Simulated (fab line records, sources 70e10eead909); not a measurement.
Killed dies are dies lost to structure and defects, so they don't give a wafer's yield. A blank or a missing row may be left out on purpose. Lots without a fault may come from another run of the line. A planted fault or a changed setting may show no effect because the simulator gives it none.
Chamber matching | flow nand_harc | NHARC_A_M0_DESCUM_14 on rie_diel-02: 4 sister chambers
The step chemistry O2, time 3 s. 27 wafers are shown with their chamber, then 12 later ones without.

WAFERS WITH THEIR CHAMBER
wafer  | chamber | showerhead_plenum_p_Torr (Torr) | drypump_motor_current_A (A) | rf_vpp_V (V)
L074.3 | 2       | 2.01                            | 6.0                         | 58.1
L074.4 | 0       | 1.93                            | 5.8                         | 56.7
L074.6 | 0       | 1.93                            | 5.8                         | 56.0
L077.1 | 0       | 1.93                            | 5.8                         | 58.4
L077.2 | 1       | 2.03                            | 6.4                         | 57.2
L077.4 | 3       | 2.05                            | 6.1                         | 57.3
L078.2 | 0       | 1.93                            | 5.8                         | 58.5
L078.4 | 2       | 2.01                            | 6.0                         | 58.6
L078.6 | 0       | 1.93                            | 5.8                         | 56.8
L081.1 | 1       | 2.03                            | 6.4                         | 57.9
L081.2 | 0       | 1.93                            | 5.8                         | 58.1
L081.4 | 1       | 2.03                            | 6.4                         | 57.3
L082.1 | 2       | 2.01                            | 6.0                         | 58.8
L082.4 | 1       | 2.02                            | 6.4                         | 58.7
L082.6 | 0       | 1.93                            | 5.8                         | 58.2
L083.1 | 2       | 2.01                            | 6.0                         | 57.5
L083.4 | 0       | 1.93                            | 5.8                         | 57.3
L083.6 | 2       | 2.01                            | 6.0                         | 58.1
L084.1 | 3       | 2.05                            | 6.1                         | 57.3
L084.5 | 0       | 1.93                            | 5.8                         | 60.0
L084.6 | 3       | 2.05                            | 6.2                         | 57.4
L085.1 | 1       | 2.02                            | 6.4                         | 58.9
L085.3 | 3       | 2.05                            | 6.1                         | 58.0
L085.5 | 2       | 2.01                            | 6.0                         | 58.7
L089.2 | 2       | 2.01                            | 6.0                         | 57.7
L089.3 | 1       | 2.02                            | 6.4                         | 59.0
L089.5 | 2       | 2.01                            | 6.0                         | 58.2

SIGNATURES (means of the wafers above)
reading                  | chamber 0 | chamber 1 | chamber 2 | chamber 3 | scatter within a chamber
showerhead_plenum_p_Torr | 1.9300    | 2.0250    | 2.0100    | 2.0500    | 0.00255
drypump_motor_current_A  | 5.800     | 6.400     | 6.000     | 6.125     | 0.0181
rf_vpp_V                 | 57.778    | 58.167    | 58.212    | 57.500    | 0.854
Rule: a wafer's distance from a chamber is the root of the sum, over the readings, of the square of ((its reading less the chamber's mean) divided by the reading's scatter). The wafer belongs to the nearest chamber; if the next one is less than 2 further off, it can't be placed. The scatter: the root of (the sum of the squares of (reading less its chamber's mean) over the shown wafers, divided by (wafers less chambers)).

WAFERS WITHOUT THEIR CHAMBER
wafer  | showerhead_plenum_p_Torr (Torr) | drypump_motor_current_A (A) | rf_vpp_V (V)
L088.2 | 2.02                            | 6.4                         | 59.0
L088.5 | 2.01                            | 6.0                         | 59.5
L088.6 | 2.02                            | 6.4                         | 59.3
L091.2 | 1.93                            | 5.8                         | 57.1
L091.3 | 2.05                            | 6.1                         | 58.3
L091.5 | 2.01                            | 6.0                         | 59.1
L093.4 | 2.02                            | 6.4                         | 59.4
L093.5 | 1.93                            | 5.8                         | 57.9
L093.6 | 2.02                            | 6.4                         | 57.9
L096.2 | 1.93                            | 5.8                         | 58.8
L096.5 | 2.02                            | 6.4                         | 57.5
L096.6 | 2.01                            | 6.0                         | 59.0

WHICH CHAMBER EACH WENT THROUGH
wafer  | from the rows above | in truth
L088.2 | 1                   | 1
L088.5 | 2                   | 2
L088.6 | 1                   | 1
L091.2 | 0                   | 0
L091.3 | 3                   | 3
L091.5 | 2                   | 2
L093.4 | 1                   | 1
L093.5 | 0                   | 0
L093.6 | 1                   | 1
L096.2 | 0                   | 0
L096.5 | 1                   | 1
L096.6 | 2                   | 2
Placed correctly: 12 of 12. Can't be placed from these rows: 0. Placed wrongly: 0.
